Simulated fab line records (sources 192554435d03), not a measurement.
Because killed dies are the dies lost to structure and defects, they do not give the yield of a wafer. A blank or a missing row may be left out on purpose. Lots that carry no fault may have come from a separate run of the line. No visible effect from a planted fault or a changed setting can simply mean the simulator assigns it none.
Matching of chambers || flow n5_finfet || N5_BEOL_M5_CO_CAP_78 on cvd_co-02: 3 sister chambers
The step material Co, precursor CCTBA/H2, target thk 2 nm, time 102.1 s. 6 wafers are shown with their chamber, then 10 later ones without.

WAFERS WITH THEIR CHAMBER
{"wafer": "L088.1", "chamber": 0, "heater_power_w (W)": 256, "chamber_pressure_Torr (Torr)": 30.01}
{"wafer": "L088.5", "chamber": 0, "heater_power_w (W)": 267, "chamber_pressure_Torr (Torr)": 29.91}
{"wafer": "L090.3", "chamber": 2, "heater_power_w (W)": 282, "chamber_pressure_Torr (Torr)": 29.92}
{"wafer": "L090.6", "chamber": 1, "heater_power_w (W)": 228, "chamber_pressure_Torr (Torr)": 29.97}
{"wafer": "L093.1", "chamber": 1, "heater_power_w (W)": 226, "chamber_pressure_Torr (Torr)": 30.00}
{"wafer": "L093.3", "chamber": 2, "heater_power_w (W)": 281, "chamber_pressure_Torr (Torr)": 29.96}

WAFERS WHOSE CHAMBER IS MISSING
{"wafer": "L093.6", "heater_power_w (W)": 228, "chamber_pressure_Torr (Torr)": 30.06}
{"wafer": "L094.1", "heater_power_w (W)": 286, "chamber_pressure_Torr (Torr)": 29.97}
{"wafer": "L094.3", "heater_power_w (W)": 229, "chamber_pressure_Torr (Torr)": 29.96}
{"wafer": "L094.4", "heater_power_w (W)": 258, "chamber_pressure_Torr (Torr)": 30.04}
{"wafer": "L095.1", "heater_power_w (W)": 225, "chamber_pressure_Torr (Torr)": 30.05}
{"wafer": "L095.3", "heater_power_w (W)": 252, "chamber_pressure_Torr (Torr)": 30.08}
{"wafer": "L095.6", "heater_power_w (W)": 261, "chamber_pressure_Torr (Torr)": 29.93}
{"wafer": "L096.1", "heater_power_w (W)": 228, "chamber_pressure_Torr (Torr)": 29.95}
{"wafer": "L096.5", "heater_power_w (W)": 285, "chamber_pressure_Torr (Torr)": 29.98}
{"wafer": "L096.6", "heater_power_w (W)": 230, "chamber_pressure_Torr (Torr)": 30.02}

THE CHAMBER EACH PASSED THROUGH
{"wafer": "L093.6", "from the rows above": 1, "in truth": 1}
{"wafer": "L094.1", "from the rows above": 2, "in truth": 2}
{"wafer": "L094.3", "from the rows above": 1, "in truth": 1}
{"wafer": "L094.4", "from the rows above": 0, "in truth": 0}
{"wafer": "L095.1", "from the rows above": 1, "in truth": 1}
{"wafer": "L095.3", "from the rows above": 0, "in truth": 0}
{"wafer": "L095.6", "from the rows above": 0, "in truth": 0}
{"wafer": "L096.1", "from the rows above": 1, "in truth": 1}
{"wafer": "L096.5", "from the rows above": 2, "in truth": 2}
{"wafer": "L096.6", "from the rows above": 1, "in truth": 1}
Correct placement for 10 of the 10. Can't be placed from these rows: 0. Placed wrongly: 0.
How it was worked out, from the rows above alone: a wafer's distance from a chamber is the root of the sum, over the readings, of the square of ((its reading less the chamber's mean) divided by the reading's scatter). If the next closest chamber is less than 2 further off than the closest, the wafer can't be placed; otherwise it belongs to the closest. For every chamber, the mean is computed from those of its wafers that are shown. How the scatter is found: for the shown wafers, subtract from each reading the mean of its chamber, square and add these, divide the total by (wafers less chambers), then take the root.
